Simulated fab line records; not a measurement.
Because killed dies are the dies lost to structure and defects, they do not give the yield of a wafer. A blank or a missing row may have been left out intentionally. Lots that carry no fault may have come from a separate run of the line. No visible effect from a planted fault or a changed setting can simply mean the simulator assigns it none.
fab line records | flow nand_harc
record: lots: 6 wafers: 18 last_day: 32
route steps=1302 shown P_BONDPAD@366
lots that met no fault: from a run of the same line without faults
start_h: the number of hours between the record's first day and the start of the first shown wafer of the lot | wait_h: time in hours since the lot's previous step | " same as the row above | L1.1+2: a single row standing in for several wafers | - value missing, or start not given | * or withheld: withheld | < > ~ a bound
route shown NAME@n: NAME is a module with steps in the file, n the number in the route of the first one | usual: mean/standard deviation of fault-free wafers | same: alike in all rows | chamber/n: place in a boat | sites: per-site readings | _std_site: the values' standard deviation | _edge_site: the outer-site mean with the inner-site mean subtracted | radius_mm: for every site, how far away it sits from the centre of the wafer | mask NAME#n: copy n | behind: the most recent tool/chamber to have shaped the wafer | hold: cause of the lot's hold/its duration in hours/its outcome | device: transistor that didn't switch, given as n, p or np | end of line: tests of these same wafers at the route's end | a step given without rows: its recipe and nothing more | killed: the dies lost at the first sort to structure and to defects; this is not the yield of the wafer | map: a wafer's dies, marking killed ones x, the rest . and places with no die _
set.NAME: setting as actually run; set.NAME@STEP: the setting as run at that earlier step | model.NAME: the simulator's own value behind a step, which no gauge read
lots seen at some steps along the route; tables by step, rows by wafer
services: from which hour (start_h, from the record's first day; less than 0 if before it) a tool's chamber was out of use, for how many hours, and why
== steps ==
step: NHARC_P_BONDPAD_HARDBAKE_10
recipe: temp_c: 118 time_s: 65
step: NHARC_P_BONDPAD_DESCUM_11
recipe: time_s: 3 o2_flow_sccm: 200 ar_flow_sccm: 0 bias_power_w: 0 chemistry: O2
step: NHARC_P_BONDPAD_ETCH_37
recipe: target_depth_a: 600 overetch_a: 180 time_s: 65.91 ion_energy_ev: 200 n2_flow_sccm: 150 h2_flow_sccm: 150 ar_flow_sccm: 0 rf_w: 400 bias_w: 150 chemistry: N2/H2
step: NHARC_P_BONDPAD_ETCH_12
recipe: target_depth_a: 2000 time_s: 100 chf3_flow_sccm: 50 o2_flow_sccm: 10 ar_flow_sccm: 200 rf_w: 500 bias_w: 200 chemistry: CHF3/O2
step: NHARC_P_BONDPAD_CD_MEAS_13
usual: cd_nm: 498.4/2.1
columns lot.wafer tool chamber start_h wait_h cd_nm
L643.2 cd_sem-01 - 150.97 - 496.6
L643.3 " - " " 497.7
L643.6 " - " " 499.3
L647.2 cd_sem-02 - 181.16 - 498.3
L647.3 " - " " 499.7
L647.5 " - " " 494.6
L649.1 cd_sem-01 - 201.73 - 496.9
L649.4 " - " " 499.8
L649.5 " - " " 496.1
L650.1 cd_sem-03 - 216.46 - 496.5
L650.3 " - " " 497.9
L650.4 " - " " 495.3
L656.1 cd_sem-03 - 281.10 - 498.0
L656.4 " - " " 498.1
L656.6 " - " " 499.5
L663.4 cd_sem-01 - 343.72 - 496.4
L663.5 " - " " 498.1
L663.6 " - " " 502.2
step: NHARC_P_BONDPAD_STRIP_15
recipe: o2_flow_sccm: 500 ar_flow_sccm: 0 bias_w: 0 chemistry: O2
step: NHARC_P_BONDPAD_ETCH_24
recipe: target_depth_a: 300 over_etch_frac: 0.3 time_s: 72.99 ion_energy_ev: 150 cf4_flow_sccm: 50 n2_flow_sccm: 100 ar_flow_sccm: 150 rf_w: 300 bias_w: 100 chemistry: CF4/N2
step: NHARC_P_BONDPAD_STRIP_16
recipe: time_s: 600 temp_c: 30 chemistry: post_etch_residue_remover
step: NHARC_P_BONDPAD_DEGAS_25
recipe: temp_c: 300 time_s: 60
usual: heater_power_w: 470/41
same: time_s: 60
columns lot.wafer tool chamber start_h wait_h heater_power_w
L643.2 pvd_sputter-01 - 151.60 - 482
L643.3 " - " " 463
L643.6 " - " " 521
L647.3 pvd_sputter-01 - 181.81 - 528
L647.2 " - " " 471
L647.5 " - " " 542
L649.1 pvd_sputter-02 - 202.40 - 513
L649.4 " - " " 455
L649.5 " - " " 399
L650.4 pvd_sputter-01 - 217.09 - 454
L650.1 " - " " 524
L650.3 " - " " 471
L656.1 pvd_sputter-01 - 281.74 - 464
L656.4 " - " " 439
L656.6 " - " " 549
L663.4 pvd_sputter-01 - 344.34 - 453
L663.6 " - " " 441
L663.5 " - " " 548
step: NHARC_P_BONDPAD_PRE_CLEAN_26
recipe: time_s: 30 temp_c: 280 gas: H2/He
usual: heater_power_w: 412/34
same: time_s: 30
columns lot.wafer tool chamber start_h wait_h heater_power_w
L643.3 pvd_sputter-01 - - - 385
L643.2 " - " " 415
L643.6 " - " " 476
L647.3 pvd_sputter-01 - - - 413
L647.2 " - " " 398
L647.5 " - " " 414
L649.1 pvd_sputter-02 - - - 405
L649.4 " - " " 404
L649.5 " - " " 401
L650.4 pvd_sputter-01 - - - 422
L650.3 " - " " 416
L650.1 " - " " 381
L656.1 pvd_sputter-01 - - - 480
L656.4 " - " " 399
L656.6 " - " " 403
L663.4 pvd_sputter-01 - - - 390
L663.5 " - " " 413
L663.6 " - " " 388
step: NHARC_P_BONDPAD_PVD_17
recipe: target_thk_a: 50 bias_v: 168.6 power_w: 15000 chamber_pressure_pa: 0.12 time_s: 8.06 substrate_temp_c: 50 material: TaN
usual: throttle_valve_pct: 29.8/1
same: time_s: 8.06
columns lot.wafer tool chamber start_h wait_h throttle_valve_pct
L643.3 pvd_sputter-01 - - - 30.9
L643.2 " - " " 29.2
L643.6 " - " " 28.2
L647.2 pvd_sputter-01 - - - 28.2
L647.3 " - " " 29.8
L647.5 " - " " 29.4
L649.4 pvd_sputter-02 - - - 29.9
L649.1 " - " " 30.2
L649.5 " - " " 29.8
L650.4 pvd_sputter-01 - - - 29.8
L650.1 " - " " 30.8
L650.3 " - " " 28.4
L656.4 pvd_sputter-01 - - - 27.7
L656.1 " - " " 30.2
L656.6 " - " " 27.5
L663.4 pvd_sputter-01 - - - 30.4
L663.5 " - " " 30.9
L663.6 " - " " 27.8
step: NHARC_P_BONDPAD_PVD_27
recipe: target_thk_a: 300 chamber_pressure_pa: 5 power_w: 5000 substrate_temp_c: 30 time_s: 20.49 material: Cu
usual: throttle_valve_pct: 29.8/0.99
same: time_s: 20.49
columns lot.wafer tool chamber start_h wait_h throttle_valve_pct
L643.2 pvd_sputter-01 - - - 28.2
L643.3 " - " " 29.3
L643.6 " - " " 29.3
L647.3 pvd_sputter-01 - - - 28.0
L647.2 " - " " 29.2
L647.5 " - " " 30.8
L649.4 pvd_sputter-02 - - - 30.1
L649.1 " - " " 30.5
L649.5 " - " " 31.8
L650.3 pvd_sputter-01 - - - 28.2
L650.4 " - " " 29.1
L650.1 " - " " 29.5
L656.4 pvd_sputter-01 - - - 30.8
L656.1 " - " " 29.8
L656.6 " - " " 30.9
L663.4 pvd_sputter-01 - - - 28.0
L663.6 " - " " 29.7
L663.5 " - " " 30.2
step: NHARC_P_BONDPAD_ECD_18
recipe: target_thk_a: 4000 bath_temp_c: 25 material: Cu
usual: bath_heat_duty_pct: 7.1/0.73 bath_temp_c: 24.98/0.11
columns lot.wafer tool chamber start_h wait_h bath_heat_duty_pct bath_temp_c
L643.2 ecd_cu-02 0 151.95 - 7.4 24.90
L643.3 " 0 " " 7.4 24.81
L643.6 " 1 " " 6.2 25.06
L647.2 ecd_cu-01 1 182.59 - 7.2 24.93
L647.3 " 1 " " 5.9 24.88
L647.5 " 1 " " 7.8 24.99
L649.1 ecd_cu-01 0 202.76 - - -
L649.4 " 0 " " - -
L649.5 " 1 " " - -
L650.1 ecd_cu-02 1 217.45 - - -
L650.3 " 1 " " - -
L650.4 " 0 " " - -
L656.1 ecd_cu-02 1 282.14 - 6.2 24.91
L656.4 " 1 " " 6.8 25.08
L656.6 " 1 " " 6.3 25.01
L663.4 ecd_cu-02 1 344.79 - 7.2 25.01
L663.5 " 1 " " 7.2 24.88
L663.6 " 0 " " 8.3 25.04
step: NHARC_P_BONDPAD_ANNEAL_28
recipe: temp_c: 225 time_s: 90
usual: wafer_temp_C_max: 226.2/0.5
same: time_s: 90
columns lot.wafer tool chamber start_h wait_h wafer_temp_C_max
L643.2 rtp_anneal-01 0 152.38 - 226.0
L643.3 " 0 " " 225.8
L643.6 " 0 " " 226.0
L647.2 rtp_anneal-01 0 182.96 - 225.8
L647.3 " 0 " " 225.6
L647.5 " 0 " " 225.8
L649.1 rtp_anneal-02 0 203.14 0.3 226.8
L649.4 " 0 " " 226.8
L649.5 " 0 " " 226.7
L650.1 rtp_anneal-02 0 217.86 0.4 226.3
L650.3 " 0 " " 226.7
L650.4 " 0 " " 226.6
L656.1 rtp_anneal-02 0 282.46 0.3 226.5
L656.4 " 0 " " 226.1
L656.6 " 0 " " 226.8
L663.4 rtp_anneal-02 0 345.22 0.4 226.2
L663.5 " 0 " " 226.5
L663.6 " 0 " " 226.4
step: NHARC_P_BONDPAD_CMP_19
recipe: t_overpolish_s: 30 cu_recess_touch_s: 16 target_thk_nm: 160.81
step: NHARC_P_BONDPAD_THK_MEAS_20
recipe: thk_meas_gauge: xrf
usual: thk_nm: 160.8/1.6
columns lot.wafer tool chamber start_h wait_h thk_nm
L643.2 film_metro-01 - 152.99 - 162.4
L643.3 " - " " 162.2
L643.6 " - " " 161.9
L647.2 film_metro-02 - 183.58 - 160.7
L647.3 " - " " 159.6
L647.5 " - " " 161.2
L649.1 film_metro-02 - 203.81 - 30.2
L649.4 " - " " 29.5
L649.5 " - " " 29.2
L650.1 film_metro-02 - 218.52 - 30.3
L650.3 " - " " 30.0
L650.4 " - " " 30.2
L656.1 film_metro-02 - 283.13 - 162.1
L656.4 " - " " 164.5
L656.6 " - " " 164.4
L663.4 film_metro-02 - 345.73 - 161.5
L663.5 " - " " 164.6
L663.6 " - " " 162.9
step: NHARC_P_BONDPAD_SRD_21
recipe: time_s: 30 temp_c: 23 dry_time_s: 20 spin_rpm: 1500
== services ==
columns tool chamber start_h hours kind
ecd_cu-01 - 160.13 8.0 pm
ecd_cu-02 - 181.49 1.7 repair
ecd_cu-02 - 205.08 1.3 repair
pvd_sputter-01 - 227.23 10.0 pm
ecd_cu-02 - 244.12 8.0 pm
ecd_cu-01 - 246.78 4.9 repair
pvd_sputter-02 - 282.80 10.0 pm
ecd_cu-02 - 303.62 1.8 repair
ecd_cu-01 - 336.13 8.0 pm
== key ==
first_sign: step: NHARC_P_BONDPAD_ECD_18 reading: tool_record direction: missing
effect: step: NHARC_P_BONDPAD_THK_MEAS_20 reading: thk_nm direction: down sigmas: 81 usual: 160.8 struck: 29.9
met_at NHARC_P_BONDPAD_ECD_18
struck_wafers L649.1,L649.4,L649.5,L650.1,L650.3,L650.4
later_rows_left_out L649.1,L649.4,L649.5,L650.1,L650.3,L650.4
sort_left_out L649.1,L649.4,L649.5,L650.1,L650.3,L650.4
onset_between 182.59 202.76
fault: kind: skipped_step_whole tool: ecd_cu-01,ecd_cu-02 chamber: - onset_h: 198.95 steps: NHARC_P_BONDPAD_ECD_18 scope: struck_lots_only
sort_left_out: the simulated sort isn't trusted on such a fault, so these wafers' sort isn't shown, and their yield isn't known
later_rows_left_out: the simulator's readings of these wafers behind a module that went badly wrong aren't trusted and aren't shown, but for the sort
